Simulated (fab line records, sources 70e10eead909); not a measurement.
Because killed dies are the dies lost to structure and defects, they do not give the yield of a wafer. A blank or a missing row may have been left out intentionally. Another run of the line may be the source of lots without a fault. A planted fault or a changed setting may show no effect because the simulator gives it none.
fab line records	flow nand_harc
record: lots: 6	wafers: 18	last_day: 33
route steps=1302 shown A_BLC@1133 A_M0@1137 END@1302
lots that met no fault: taken from a fault-free run of the same line
start_h: hours from the record's opening day to when the first of the lot's shown wafers began	wait_h: how many hours have passed since the lot's step before this one	" unchanged from the row above	L1.1+2: a row that stands for several wafers	- value missing, or start not given	* or withheld: withheld	< > ~ a bound
route shown NAME@n: names a module that has steps shown in the file, with the first one's number in the route	usual: mean/standard deviation taken from wafers without a fault	same: alike in all rows	chamber/n: place in a boat	sites: the reading at each site	_std_site: how widely they spread, as a standard deviation	_edge_site: outer sites' mean less inner sites'	radius_mm: for every site, how far away it sits from the centre of the wafer	mask NAME#n: copy n	behind: the tool/chamber that last shaped the wafer	hold: what put the lot on hold/how long, in hours/how the hold closed	device: whichever transistor did not switch (one of n, p or np)	end of line: tests of these same wafers at the route's end	a step given without rows: its recipe and nothing more	killed: dies lost to structure and defects at the first sort, not the wafer's yield	map: dies across one wafer; x = killed, . = not, _ = none there
set.NAME: setting as actually run; set.NAME@STEP: the setting as run at that earlier step	model.NAME: the simulator's own value behind a step, which no gauge read
lots at selected steps of the route; one table per step, one row per wafer
services: the hour from which a tool's chamber was out of use, counted from the record's first day as start_h (under 0 if before that day), plus the number of hours and why
== steps ==
step: NHARC_A_BLC_CMP_25
recipe: t_overpolish_s: 30	target_thk_nm: 150
usual: motor_current_A: 11.2/1.3	overpolish_run_s: 30.000/0.0089	time_to_endpoint_s: 29/3
lot.wafer	tool	chamber	start_h	wait_h	motor_current_A	overpolish_run_s	time_to_endpoint_s
L942.3	cmp-01	3	541.85	0.4	10.7	30.004	33
L942.2	"	0	"	"	9.3	30.007	31
L942.5	"	1	"	"	9.5	30.005	29
L946.4	cmp-04	1	595.74	0.3	11.7	30.001	27
L946.5	"	3	"	"	10.9	29.997	27
L946.6	"	0	"	"	11.3	30.000	28
L948.1	cmp-02	2	621.01	0.4	11.6	30.000	32
L948.6	"	0	"	"	11.9	29.994	35
L948.5	"	1	"	"	12.9	29.996	30
L954.4	cmp-01	1	663.36	0.3	9.9	29.994	29
L954.3	"	2	"	"	11.4	29.990	35
L954.5	"	0	"	"	9.3	29.997	28
L958.1	cmp-04	1	717.25	0.4	11.2	29.999	28
L958.5	"	0	"	"	11.3	29.997	27
L958.6	"	1	"	"	11.6	29.997	26
L962.4	cmp-01	1	743.07	0.3	9.9	29.989	27
L962.3	"	2	"	"	10.8	29.996	33
L962.5	"	3	"	"	10.6	30.000	32
step: NHARC_A_BLC_SRD_27
step: NHARC_A_BLC_INSPECT_28
usual: raw_defect_count: 518/130
lot.wafer	tool	chamber	start_h	wait_h	raw_defect_count
L942.2	defect_inspect-01	-	542.20	0.1	505
L942.3	"	-	"	"	543
L942.5	"	-	"	"	542
L946.4	defect_inspect-02	-	596.09	0.1	381
L946.5	"	-	"	"	538
L946.6	"	-	"	"	378
L948.1	defect_inspect-01	-	621.37	0.1	410
L948.5	"	-	"	"	463
L948.6	"	-	"	"	498
L954.3	defect_inspect-02	-	663.72	0.1	527
L954.4	"	-	"	"	498
L954.5	"	-	"	"	498
L958.1	defect_inspect-01	-	717.65	0.1	373
L958.5	"	-	"	"	423
L958.6	"	-	"	"	521
L962.3	defect_inspect-01	-	743.42	0.1	463
L962.4	"	-	"	"	719
L962.5	"	-	"	"	504
step: NHARC_A_M0_DEP_00
recipe: target_thk_a: 1500	target_thk_nm: 150	temp_c: withheld	pressure_torr: 5	flow_sccm: 200	rf_w: 600	material: SiOC
step: NHARC_A_M0_DEHYDRATE_01
recipe: temp_c: 150	time_s: 120
step: NHARC_A_M0_HMDS_02
recipe: time_s: 30
step: NHARC_A_M0_COAT_33
recipe: temp_c: 200	time_s: 65
step: NHARC_A_M0_COAT_03
recipe: spin_rpm: 1500	resist_thk_nm: 90
step: NHARC_A_M0_SOFTBAKE_04
recipe: temp_c: 105	time_s: 55
step: NHARC_A_M0_EBR_05
step: NHARC_A_M0_EXPOSE_06
recipe: na: 1.35	target_cd_nm: 80	dose_mj: 83.25	mask_id: A_M0
step: NHARC_A_M0_PEB_07
recipe: peb_temp_c: 100	peb_time_s: 65
usual: heater_power_total_W: 156.7/0.41	plate_temp_C: 100.00/0.13
lot.wafer	tool	chamber	start_h	wait_h	heater_power_total_W	plate_temp_C
L942.2	litho_track-01	0	543.02	0.1	156.7	100.01
L942.3	"	0	"	"	156.3	99.95
L942.5	"	0	"	"	155.9	99.88
L946.4	litho_track-01	0	596.91	0.0	160.5	101.50
L946.5	"	0	"	"	159.8	101.45
L946.6	"	0	"	"	159.7	101.67
L948.1	litho_track-01	0	622.30	0.1	159.5	101.32
L948.5	"	0	"	"	160.4	101.49
L948.6	"	0	"	"	159.5	101.39
L954.3	litho_track-06	0	664.59	0.0	156.8	100.12
L954.4	"	0	"	"	157.1	99.93
L954.5	"	0	"	"	156.0	99.85
L958.1	litho_track-01	0	718.35	0.1	156.4	100.04
L958.5	"	0	"	"	157.2	100.06
L958.6	"	0	"	"	156.4	100.04
L962.3	litho_track-01	0	744.24	0.0	156.9	99.87
L962.4	"	0	"	"	156.3	99.83
L962.5	"	0	"	"	156.3	99.83
step: NHARC_A_M0_DEVELOP_08
recipe: develop_time_s: 35	dev_temp_c: 23
step: NHARC_A_M0_CD_MEAS_09
recipe: target_cd_nm: 80	landing_energy_ev: 500
usual: cd_nm: 79.9/0.58
lot.wafer	tool	chamber	start_h	wait_h	cd_nm
L942.2	cd_sem-02	0	543.10	-	80.3
L942.3	"	0	"	"	79.9
L942.5	"	0	"	"	79.6
L946.4	cd_sem-03	0	596.99	-	85.2
L946.5	"	0	"	"	86.0
L946.6	"	0	"	"	85.5
L948.1	cd_sem-02	0	622.38	-	85.4
L948.5	"	0	"	"	85.6
L948.6	"	0	"	"	85.2
L954.3	cd_sem-01	0	664.67	-	80.2
L954.4	"	0	"	"	78.0
L954.5	"	0	"	"	80.9
L958.1	cd_sem-03	0	718.43	-	79.8
L958.5	"	0	"	"	80.5
L958.6	"	0	"	"	80.2
L962.3	cd_sem-03	0	744.32	-	79.7
L962.4	"	0	"	"	80.7
L962.5	"	0	"	"	81.2
step: NHARC_A_M0_OVL_MEAS_10
recipe: pitch_nm: 160
usual: overlay_x_nm: 0.2/0.85	overlay_y_nm: -0.2/0.77
lot.wafer	tool	chamber	start_h	wait_h	overlay_x_nm	overlay_y_nm
L942.2	overlay-02	-	543.19	-	0.3	-0.5
L942.3	"	-	"	"	0.1	-0.7
L942.5	"	-	"	"	-0.1	-1.1
L946.4	overlay-01	-	597.08	-	2.1	-0.5
L946.5	"	-	"	"	1.3	-0.1
L946.6	"	-	"	"	1.1	-0.3
L948.1	overlay-02	-	622.47	-	0.7	-0.7
L948.5	"	-	"	"	0.7	0.1
L948.6	"	-	"	"	0.4	0.2
L954.3	overlay-02	-	664.76	-	-1.1	-0.4
L954.4	"	-	"	"	-1.3	-0.5
L954.5	"	-	"	"	-1.4	-0.6
L958.1	overlay-02	-	718.52	-	0.3	-0.6
L958.5	"	-	"	"	0.9	-0.5
L958.6	"	-	"	"	0.5	-0.6
L962.3	overlay-02	-	744.40	-	0.7	-0.4
L962.4	"	-	"	"	0.2	-0.1
L962.5	"	-	"	"	0.2	-0.6
step: NHARC_A_M0_INSPECT_11
usual: raw_defect_count: 76/39
lot.wafer	tool	chamber	start_h	wait_h	raw_defect_count
L942.2	defect_inspect-01	-	543.22	0.0	55
L942.3	"	-	"	"	58
L942.5	"	-	"	"	72
L946.4	defect_inspect-01	-	597.11	0.0	37
L946.5	"	-	"	"	36
L946.6	"	-	"	"	25
L948.1	defect_inspect-01	-	622.50	0.0	89
L948.5	"	-	"	"	76
L948.6	"	-	"	"	76
L954.3	defect_inspect-01	-	664.79	0.0	82
L954.4	"	-	"	"	76
L954.5	"	-	"	"	72
L958.1	defect_inspect-02	-	718.56	0.0	43
L958.5	"	-	"	"	42
L958.6	"	-	"	"	26
L962.3	defect_inspect-02	-	744.44	0.0	88
L962.4	"	-	"	"	85
L962.5	"	-	"	"	93
step: NHARC_A_M0_DESCUM_14
recipe: time_s: 3	o2_flow_sccm: 200	ar_flow_sccm: 0	bias_power_w: 0	chemistry: O2
usual: drypump_motor_current_A: 5.5/0.43	oes_product_au: 0.998/0.009	rf_vpp_V: 57.6/0.84	showerhead_plenum_p_Torr: 1.90/0.086	throttle_valve_pct: 11.311/0.01
lot.wafer	tool	chamber	start_h	wait_h	drypump_motor_current_A	oes_product_au	rf_hours_counter_h	rf_vpp_V	showerhead_plenum_p_Torr	throttle_valve_pct	model.A_M0.cd_nm
L942.3	rie_diel-04	2	543.29	0.1	5.8	0.998	0	57.3	1.78	11.310	80.54
L942.2	"	3	"	"	5.2	0.994	0	59.6	2.06	11.300	81.01
L942.5	"	2	"	"	5.8	1.003	-	56.8	1.78	11.316	79.89
L946.4	rie_diel-01	0	597.19	0.1	5.0	1.004	2.3	57.9	1.97	11.323	85
L946.6	"	2	"	"	6.1	0.996	-	57.9	1.97	11.314	85.74
L946.5	"	3	"	"	5.3	0.992	-	56.6	1.77	11.319	85.63
L948.1	rie_diel-04	0	622.57	0.1	5.2	1.002	3.4	57.6	1.94	11.309	84.86
L948.6	"	3	"	"	5.2	0.990	-	58.8	2.06	11.305	85.01
L948.5	"	0	"	"	5.2	1.004	-	56.2	1.95	11.316	84.73
L954.3	rie_diel-11	1	664.85	0.1	5.3	1.003	3.8	57.4	1.82	11.327	80.79
L954.4	"	3	"	"	5.8	1.003	3.5	56.3	1.84	11.309	78.48
L954.5	"	1	"	"	5.3	0.995	-	58.0	1.82	11.310	80.92
L958.1	rie_diel-11	3	718.64	0.1	5.8	1.001	5.4	58.3	1.84	11.306	79.75
L958.5	"	0	"	"	4.7	0.995	-	57.7	1.97	11.298	80.84
L958.6	"	1	"	"	5.3	1.009	-	58.8	1.82	11.308	79.91
L962.4	rie_diel-11	0	744.50	0.1	4.7	0.994	7.9	58.6	1.97	11.318	80.49
L962.3	"	1	"	"	5.3	1.001	7.9	56.9	1.82	11.299	79.6
L962.5	"	0	"	"	4.7	0.991	-	58.9	1.96	11.320	80.8
step: NHARC_A_M0_ETCH_34
recipe: target_depth_a: 400	overetch_a: 120	time_s: 43.94	ion_energy_ev: 200	n2_flow_sccm: 150	h2_flow_sccm: 150	ar_flow_sccm: 0	rf_w: 400	bias_w: 150	chemistry: N2/H2
usual: drypump_motor_current_A: 5.5/0.42	oes_product_au: 1.000/0.0091	rf_fwd_power_W: 395.4/1.5	rf_vpp_V: 430.1/2.7	showerhead_plenum_p_Torr: 2.03/0.094	throttle_valve_pct: 14.170/0.0093
lot.wafer	tool	chamber	start_h	wait_h	drypump_motor_current_A	oes_product_au	rf_fwd_power_W	rf_hours_counter_h	rf_vpp_V	showerhead_plenum_p_Torr	throttle_valve_pct
L942.3	rie_diel-04	1	543.37	0.1	5.6	1.012	393.1	0.0	427.0	1.91	14.166
L942.2	"	3	"	"	5.2	1.002	395.5	0.0	434.0	2.20	14.159
L942.5	"	1	"	"	5.5	1.008	392.7	-	427.8	1.91	14.178
L946.4	rie_diel-01	1	597.27	0.1	5.6	1.002	393.4	2.0	429.9	2.04	14.168
L946.6	"	3	"	"	5.3	0.999	396.1	-	425.8	1.89	14.161
L946.5	"	0	"	"	5.0	0.985	392.5	-	430.9	2.10	14.179
L948.1	rie_diel-04	3	622.65	0.1	5.2	0.996	395.7	3.7	435.3	2.20	14.173
L948.6	"	3	"	"	5.2	0.989	395.9	-	434.1	2.20	14.165
L948.5	"	0	"	"	5.2	1.005	395.4	-	431.5	2.07	14.177
L954.3	rie_diel-11	2	664.94	0.1	6.1	0.999	397.5	3.5	430.8	2.09	14.164
L954.4	"	3	"	"	5.8	1.001	396.3	3.5	428.5	1.96	14.155
L954.5	"	1	"	"	5.3	1.006	396.5	-	427.3	1.94	14.162
L958.1	rie_diel-11	3	718.70	0.1	5.8	1.006	395.1	5.4	428.0	1.96	14.175
L958.5	"	3	"	"	5.8	0.996	395.9	-	428.1	1.96	14.163
L958.6	"	0	"	"	4.7	0.993	395.7	-	432.2	2.10	14.172
L962.3	rie_diel-11	0	744.58	0.1	4.7	0.995	396.3	7.9	431.0	2.10	14.175
L962.4	"	1	"	"	5.3	1.004	395.6	7.9	427.6	1.94	14.196
L962.5	"	0	"	"	4.7	0.993	396.1	-	433.2	2.10	14.156
step: NHARC_A_M0_ETCH_15
recipe: target_depth_a: 1500	overetch_a: 150	time_s: 82.5	c4f8_flow_sccm: withheld	ar_flow_sccm: 400	rf_w: 600	bias_w: 300	chemistry: C4F8/Ar
usual: oes_product_au: 0.944/0.022	rf_fwd_power_W: 595.7/2.1	rf_vpp_V: 440.4/2.9
lot.wafer	tool	chamber	start_h	wait_h	oes_product_au	rf_fwd_power_W	rf_hours_counter_h	rf_vpp_V	model.A_M0.cd_nm
L942.3	rie_diel-04	2	-	-	0.973	591.0	0.0	436.4	80.93
L942.2	"	3	"	"	0.973	596.5	0.0	445.8	80.4
L942.5	"	1	"	"	0.967	595.5	-	436.3	80.04
L946.4	rie_diel-01	1	-	-	0.957	593.7	2.0	440.6	84.05
L946.6	"	3	"	"	0.933	597.1	-	436.2	85.29
L946.5	"	0	"	"	0.944	593.0	-	441.5	85.45
L948.1	rie_diel-04	1	-	-	0.925	591.8	2.8	436.4	84.74
L948.6	"	1	"	"	0.931	594.6	-	437.2	84.72
L948.5	"	2	"	"	0.933	596.6	-	436.7	84.9
L954.3	rie_diel-11	1	-	-	0.971	595.5	3.8	438.3	81.04
L954.4	"	2	"	"	0.957	598.2	3.5	443.0	78.31
L954.5	"	3	"	"	0.974	595.0	-	436.4	80.84
L958.1	rie_diel-11	0	-	-	0.934	597.1	6.1	443.9	79.78
L958.5	"	1	"	"	0.930	596.3	-	439.0	81.03
L958.6	"	2	"	"	0.948	596.7	-	442.9	80.47
L962.4	rie_diel-11	1	-	-	0.928	594.4	8.0	437.5	80.49
L962.3	"	0	"	"	0.925	599.7	7.9	442.4	80.18
L962.5	"	2	"	"	0.916	595.6	-	443.5	81.32
step: NHARC_A_M0_CD_MEAS_16
usual: cd_nm: 79.7/0.88
lot.wafer	tool	chamber	start_h	wait_h	cd_nm
L942.2	cd_sem-01	-	543.59	-	80.2
L942.3	"	-	"	"	80.8
L942.5	"	-	"	"	80.1
L946.4	cd_sem-01	-	597.48	-	83.9
L946.5	"	-	"	"	85.6
L946.6	"	-	"	"	85.0
L948.1	cd_sem-02	-	622.86	-	84.9
L948.5	"	-	"	"	84.9
L948.6	"	-	"	"	84.2
L954.3	cd_sem-01	-	665.16	-	81.0
L954.4	"	-	"	"	78.4
L954.5	"	-	"	"	81.4
L958.1	cd_sem-01	-	718.92	-	79.8
L958.5	"	-	"	"	81.3
L958.6	"	-	"	"	80.4
L962.3	cd_sem-03	-	744.80	-	80.4
L962.4	"	-	"	"	80.6
L962.5	"	-	"	"	81.4
step: NHARC_END_SORT_01
recipe: temp_c: 25
usual: defect_limited_yield: 92.5/2.5	killed_at_array: 46/16	killed_at_other: 0.9/1.3	killed_at_periphery: 4.1/3	killed_dies: 51/17	killed_open: 3.5/1.8	killed_short: 2.5/1.8	sort_bin_2_pct: 2.6/1.1	sort_bin_3_pct: 0.6/0.37	sort_bin_4_pct: 4.4/1.4	sort_n_pass: 626/17	sort_rim_yield_pct: 88/4.6	sort_yield_pct: 92.5/2.5
same: gross_dies: 677	sort_bin_5_pct[%]: 0	sort_bin_6_pct[%]: 0	sort_bin_7_pct[%]: 0	sort_bin_8_pct[%]: 0	sort_rim_n_gross: 106.00
lot.wafer	tool	chamber	start_h	wait_h	defect_limited_yield[%]	killed_at_array	killed_at_other	killed_at_periphery	killed_dies	killed_open	killed_short	sort_bin_2_pct[%]	sort_bin_3_pct[%]	sort_bin_4_pct[%]	sort_n_pass	sort_rim_yield_pct[%]	sort_yield_pct[%]
L948.1	prober-02	0	658.73	2.5	91.0	52	0	9	61	1	3	3.1	0.7	5.2	616	83	91.0
L948.5	prober-02	0	661.94	3.7	90.5	52	2	10	64	4	5	3.5	0.3	5.6	613	88	90.5
L948.6	prober-02	0	662.75	4.0	92.5	45	0	6	51	4	3	2.7	0.4	4.4	626	84	92.5
killed by level:class
L948.1 A_CHANNEL_HOLE_D1:chamber_film_flake=21 A_CHANNEL_HOLE_D2:chamber_film_flake=15 P_M2:chamber_film_flake=7 A_CONTACT:chamber_film_flake=6 A_CHANNEL_FILL_D2:chamber_film_flake=2 A_SLIT:chamber_film_flake=2 A_WL_FILL:chamber_film_flake=2 P_M0:geometric_particle:short=1
L948.5 A_CHANNEL_HOLE_D1:chamber_film_flake=29 A_CHANNEL_HOLE_D2:chamber_film_flake=13 P_GATE:chamber_film_flake=3 P_M2:chamber_film_flake=3 A_SGD_CUT:geometric_particle:short=2 A_M0:geometric_particle:open=2 P_STI:chamber_film_flake=2 P_M0:geometric_particle:short=1
L948.6 A_CHANNEL_HOLE_D1:chamber_film_flake=20 A_CHANNEL_HOLE_D2:chamber_film_flake=8 P_GATE:chamber_film_flake=3 A_CHANNEL_HOLE_D1:geometric_particle:open=2 P_M2:chamber_film_flake=2 A_CHANNEL_FILL_D1:chamber_film_flake=2 A_CHANNEL_FILL_D2:chamber_film_flake=2 A_STAIRCASE:chamber_film_flake=2
== services ==
tool	chamber	start_h	hours	kind
cmp-04	-	519.15	0.3	repair
cmp-01	-	528.83	1.5	repair
rie_diel-04	-	531.90	9.0	pm
rie_diel-01	3	537.03	1.6	repair
rie_diel-11	-	546.22	1.0	repair
rie_diel-01	-	557.80	9.0	pm
cmp-01	-	570.84	0.3	repair
cmp-04	-	578.54	0.4	repair
rie_diel-11	3	578.61	4.8	repair
cmp-01	-	580.14	4.0	pm
rie_diel-11	1	594.35	4.4	repair
cmp-04	-	601.04	4.0	pm
rie_diel-11	-	609.57	9.0	pm
rie_diel-01	-	624.19	2.0	repair
rie_diel-01	3	662.38	4.5	repair
rie_diel-04	2	662.81	4.8	repair
rie_diel-01	2	666.84	1.5	repair
cmp-01	-	678.14	4.0	pm
litho_track-01	-	680.00	7.0	pm
rie_diel-04	1	685.19	16.3	repair
rie_diel-04	2	700.18	2.8	repair
rie_diel-04	-	708.90	9.0	pm
cmp-01	-	725.98	0.8	repair
rie_diel-01	-	734.80	9.0	pm
== key ==
first_sign: step: NHARC_A_M0_PEB_07	reading: plate_temp_C	direction: up	sigmas: 12	usual: *	struck: *
effect: step: NHARC_A_M0_PEB_07	reading: heater_power_total_W	direction: up	sigmas: 7.8	usual: *	struck: *
effect: step: NHARC_A_M0_CD_MEAS_09	reading: cd_nm	direction: up	sigmas: 9.5	usual: 79.9	struck: 85.5
effect: step: NHARC_A_M0_CD_MEAS_16	reading: cd_nm	direction: up	sigmas: 5.7	usual: 79.7	struck: 84.7
model_effect: step: NHARC_A_M0_DESCUM_14	value: A_M0.cd_nm	without: 79.17	struck: 85.16
model_effect: step: NHARC_A_M0_ETCH_15	value: A_M0.cd_nm	without: 78.87	struck: 84.86
met_at NHARC_A_M0_PEB_07
struck_wafers L946.4,L946.5,L946.6,L948.1,L948.5,L948.6
onset_between 543.02 596.91
fault: kind: process_parameter_drift	tool: litho_track-01	chamber: -	onset_h: 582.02	steps: NHARC_A_M0_PEB_07	channel: peb_temp_c	offset: *	shape: step	end_h: 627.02	acts_in: *	stated: *
